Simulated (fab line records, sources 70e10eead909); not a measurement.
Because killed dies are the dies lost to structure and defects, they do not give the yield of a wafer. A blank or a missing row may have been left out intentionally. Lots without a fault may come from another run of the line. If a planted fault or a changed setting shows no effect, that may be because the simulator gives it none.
Commonality check across tools || flow nand-harc || Sampled: 15 lots, 45 wafers

== WHY IT WAS OPENED ==
On 3 of the 15 lots, a flag is raised at NHARC_END_SORT_01 on the reading killed-at-array. Fault-free wafers read 44, with a standard deviation of 16.
Rule: flag the lot when none of its wafers has a number, or when each of its wafers that has one lies beyond 4 standard deviations from that mean. As for the other lots, they are considered sound.

{"lot": "L602", "measured": "day 24 14:41", "on": "prober-02", "killed-at-array, wafer by wafer": "60 56 46", "flag": ""}
{"lot": "L603", "measured": "day 25 01:07", "on": "prober-01", "killed-at-array, wafer by wafer": "63 61 64", "flag": ""}
{"lot": "L607", "measured": "day 25 08:57", "on": "prober-01", "killed-at-array, wafer by wafer": "53 67 75", "flag": ""}
{"lot": "L604", "measured": "day 25 17:45", "on": "prober-01", "killed-at-array, wafer by wafer": "77 49 78", "flag": ""}
{"lot": "L606", "measured": "day 25 17:49", "on": "prober-02", "killed-at-array, wafer by wafer": "18 17 18", "flag": ""}
{"lot": "L608", "measured": "day 26 12:58", "on": "prober-01", "killed-at-array, wafer by wafer": "59 53 58", "flag": ""}
{"lot": "L610", "measured": "day 27 00:02", "on": "prober-02", "killed-at-array, wafer by wafer": "74 60 42", "flag": ""}
{"lot": "L609", "measured": "day 27 15:32", "on": "prober-01", "killed-at-array, wafer by wafer": "44 45 29", "flag": ""}
{"lot": "L612", "measured": "day 28 08:25", "on": "prober-01", "killed-at-array, wafer by wafer": "48 37 37", "flag": ""}
{"lot": "L613", "measured": "day 28 20:40", "on": "prober-02", "killed-at-array, wafer by wafer": "39 45 41", "flag": ""}
{"lot": "L614", "measured": "day 28 21:28", "on": "prober-01", "killed-at-array, wafer by wafer": "18 30 24", "flag": ""}
{"lot": "L621", "measured": "day 32 16:56", "on": "prober-01", "killed-at-array, wafer by wafer": "670 674 674", "flag": "FLAGGED"}
{"lot": "L624", "measured": "day 33 12:05", "on": "prober-02", "killed-at-array, wafer by wafer": "669 674 671", "flag": "FLAGGED"}
{"lot": "L623", "measured": "day 34 13:04", "on": "prober-01", "killed-at-array, wafer by wafer": "673 675 675", "flag": "FLAGGED"}
{"lot": "L625", "measured": "day 35 09:57", "on": "prober-01", "killed-at-array, wafer by wafer": "48 53 45", "flag": ""}
The numbers of the flagged lots are 673 on average: +629 against the usual, or +39 standard deviations.

== TOOL THAT RAN EACH LOT ==
The record holds 3 process steps before the reading, out of a route of 1302 steps. Every cell lists first the tool, next ch and the chambers used by the sampled wafers, and last the start.
{"lot": "L602", "flag": "", "NHARC_A_CHANNEL_HOLE_D1_STRIP_43": "rie-diel-12 ch 0,3, day 8 17:40", "NHARC_THIN_TSV_ETCH_15": "rie-si-02 ch 1,2,3, day 23 23:55", "NHARC_THIN_TSV_DEGAS_49": "pvd-sputter-01, day 24 01:52"}
{"lot": "L603", "flag": "", "NHARC_A_CHANNEL_HOLE_D1_STRIP_43": "rie-diel-12 ch 0,1,3, day 8 22:34", "NHARC_THIN_TSV_ETCH_15": "rie-si-06 ch 0,3, day 24 11:00", "NHARC_THIN_TSV_DEGAS_49": "pvd-sputter-02, day 24 12:58"}
{"lot": "L607", "flag": "", "NHARC_A_CHANNEL_HOLE_D1_STRIP_43": "rie-diel-12 ch 0,1,3, day 10 13:01", "NHARC_THIN_TSV_ETCH_15": "rie-si-05 ch 0,1,3, day 24 17:35", "NHARC_THIN_TSV_DEGAS_49": "pvd-sputter-02, day 24 19:32"}
{"lot": "L604", "flag": "", "NHARC_A_CHANNEL_HOLE_D1_STRIP_43": "rie-diel-12 ch 0,2,3, day 9 23:45", "NHARC_THIN_TSV_ETCH_15": "rie-si-05 ch 1,2,3, day 25 04:56", "NHARC_THIN_TSV_DEGAS_49": "pvd-sputter-02, day 25 06:53"}
{"lot": "L606", "flag": "", "NHARC_A_CHANNEL_HOLE_D1_STRIP_43": "rie-diel-04 ch 0,2,3, day 10 12:37", "NHARC_THIN_TSV_ETCH_15": "rie-si-02 ch 0,3, day 25 03:37", "NHARC_THIN_TSV_DEGAS_49": "pvd-sputter-01, day 25 05:36"}
{"lot": "L608", "flag": "", "NHARC_A_CHANNEL_HOLE_D1_STRIP_43": "rie-diel-12 ch 1,2,3, day 11 02:44", "NHARC_THIN_TSV_ETCH_15": "rie-si-06 ch 1,2, day 25 19:03", "NHARC_THIN_TSV_DEGAS_49": "pvd-sputter-02, day 25 21:06"}
{"lot": "L610", "flag": "", "NHARC_A_CHANNEL_HOLE_D1_STRIP_43": "rie-diel-10 ch 1,2,3, day 11 23:13", "NHARC_THIN_TSV_ETCH_15": "rie-si-02 ch 0,1,2, day 26 07:04", "NHARC_THIN_TSV_DEGAS_49": "pvd-sputter-01, day 26 09:07"}
{"lot": "L609", "flag": "", "NHARC_A_CHANNEL_HOLE_D1_STRIP_43": "rie-diel-04 ch 1,2,3, day 11 23:35", "NHARC_THIN_TSV_ETCH_15": "rie-si-02 ch 0,2,3, day 27 00:28", "NHARC_THIN_TSV_DEGAS_49": "pvd-sputter-02, day 27 02:34"}
{"lot": "L612", "flag": "", "NHARC_A_CHANNEL_HOLE_D1_STRIP_43": "rie-diel-10 ch 0,1, day 12 11:28", "NHARC_THIN_TSV_ETCH_15": "rie-si-06 ch 1,2, day 27 18:16", "NHARC_THIN_TSV_DEGAS_49": "pvd-sputter-01, day 27 20:14"}
{"lot": "L613", "flag": "", "NHARC_A_CHANNEL_HOLE_D1_STRIP_43": "rie-diel-12 ch 0,3, day 13 13:19", "NHARC_THIN_TSV_ETCH_15": "rie-si-02 ch 0,1,3, day 28 03:13", "NHARC_THIN_TSV_DEGAS_49": "pvd-sputter-01, day 28 05:10"}
{"lot": "L614", "flag": "", "NHARC_A_CHANNEL_HOLE_D1_STRIP_43": "rie-diel-12 ch 0,3, day 13 17:26", "NHARC_THIN_TSV_ETCH_15": "rie-si-05 ch 0,1,3, day 28 04:23", "NHARC_THIN_TSV_DEGAS_49": "pvd-sputter-02, day 28 06:18"}
{"lot": "L621", "flag": "FLAGGED", "NHARC_A_CHANNEL_HOLE_D1_STRIP_43": "rie-diel-04 ch 2,3, day 17 01:36", "NHARC_THIN_TSV_ETCH_15": "no row", "NHARC_THIN_TSV_DEGAS_49": "no row"}
{"lot": "L624", "flag": "FLAGGED", "NHARC_A_CHANNEL_HOLE_D1_STRIP_43": "rie-diel-10 ch 0,2,3, day 17 22:22", "NHARC_THIN_TSV_ETCH_15": "no row", "NHARC_THIN_TSV_DEGAS_49": "no row"}
{"lot": "L623", "flag": "FLAGGED", "NHARC_A_CHANNEL_HOLE_D1_STRIP_43": "rie-diel-12 ch 1,2, day 17 17:56", "NHARC_THIN_TSV_ETCH_15": "no row", "NHARC_THIN_TSV_DEGAS_49": "no row"}
{"lot": "L625", "flag": "", "NHARC_A_CHANNEL_HOLE_D1_STRIP_43": "rie-diel-04 ch 1,2,3, day 18 18:10", "NHARC_THIN_TSV_ETCH_15": "rie-si-02 ch 1,2, day 34 09:16", "NHARC_THIN_TSV_DEGAS_49": "pvd-sputter-03, day 34 11:13"}
What these steps do:
- NHARC_A_CHANNEL_HOLE_D1_STRIP_43: strips in O2/COS.
- NHARC_THIN_TSV_ETCH_15: target depth 3000 nm, bosch target overetch cycles 2, bosch etch step 2.8 s.
- NHARC_THIN_TSV_DEGAS_49: time 120 s.
- NHARC_END_SORT_01

== FLAGGED AGAINST TOTAL, ONE TOOL AT A TIME (gauges that did the reading follow at the end) ==
{"step": "NHARC_A_CHANNEL_HOLE_D1_STRIP_43", "tool": "rie-diel-04", "lots run": 4, "flagged": 1, "share of the flagged lots": "some", "sound lots run after its first flagged lot": "1 (L625)"}
{"step": "NHARC_A_CHANNEL_HOLE_D1_STRIP_43", "tool": "rie-diel-10", "lots run": 3, "flagged": 1, "share of the flagged lots": "some", "sound lots run after its first flagged lot": 0}
{"step": "NHARC_A_CHANNEL_HOLE_D1_STRIP_43", "tool": "rie-diel-12", "lots run": 8, "flagged": 1, "share of the flagged lots": "some", "sound lots run after its first flagged lot": 0}
{"step": "NHARC_THIN_TSV_ETCH_15", "tool": "rie-si-02", "lots run": 6, "flagged": 0, "share of the flagged lots": "none", "sound lots run after its first flagged lot": "-"}
{"step": "NHARC_THIN_TSV_ETCH_15", "tool": "rie-si-05", "lots run": 3, "flagged": 0, "share of the flagged lots": "none", "sound lots run after its first flagged lot": "-"}
{"step": "NHARC_THIN_TSV_ETCH_15", "tool": "rie-si-06", "lots run": 3, "flagged": 0, "share of the flagged lots": "none", "sound lots run after its first flagged lot": "-"}
{"step": "NHARC_THIN_TSV_DEGAS_49", "tool": "pvd-sputter-01", "lots run": 5, "flagged": 0, "share of the flagged lots": "none", "sound lots run after its first flagged lot": "-"}
{"step": "NHARC_THIN_TSV_DEGAS_49", "tool": "pvd-sputter-02", "lots run": 6, "flagged": 0, "share of the flagged lots": "none", "sound lots run after its first flagged lot": "-"}
{"step": "NHARC_THIN_TSV_DEGAS_49", "tool": "pvd-sputter-03", "lots run": 1, "flagged": 0, "share of the flagged lots": "none", "sound lots run after its first flagged lot": "-"}
{"step": "NHARC_END_SORT_01", "tool": "prober-01", "lots run": 10, "flagged": 2, "share of the flagged lots": "some", "sound lots run after its first flagged lot": "1 (L625)"}
{"step": "NHARC_END_SORT_01", "tool": "prober-02", "lots run": 5, "flagged": 1, "share of the flagged lots": "some", "sound lots run after its first flagged lot": 0}

== WHAT THE TABLE PERMITS ==
No row of the table ran every flagged lot.

== WHAT THE SIMULATOR PUT IN ==
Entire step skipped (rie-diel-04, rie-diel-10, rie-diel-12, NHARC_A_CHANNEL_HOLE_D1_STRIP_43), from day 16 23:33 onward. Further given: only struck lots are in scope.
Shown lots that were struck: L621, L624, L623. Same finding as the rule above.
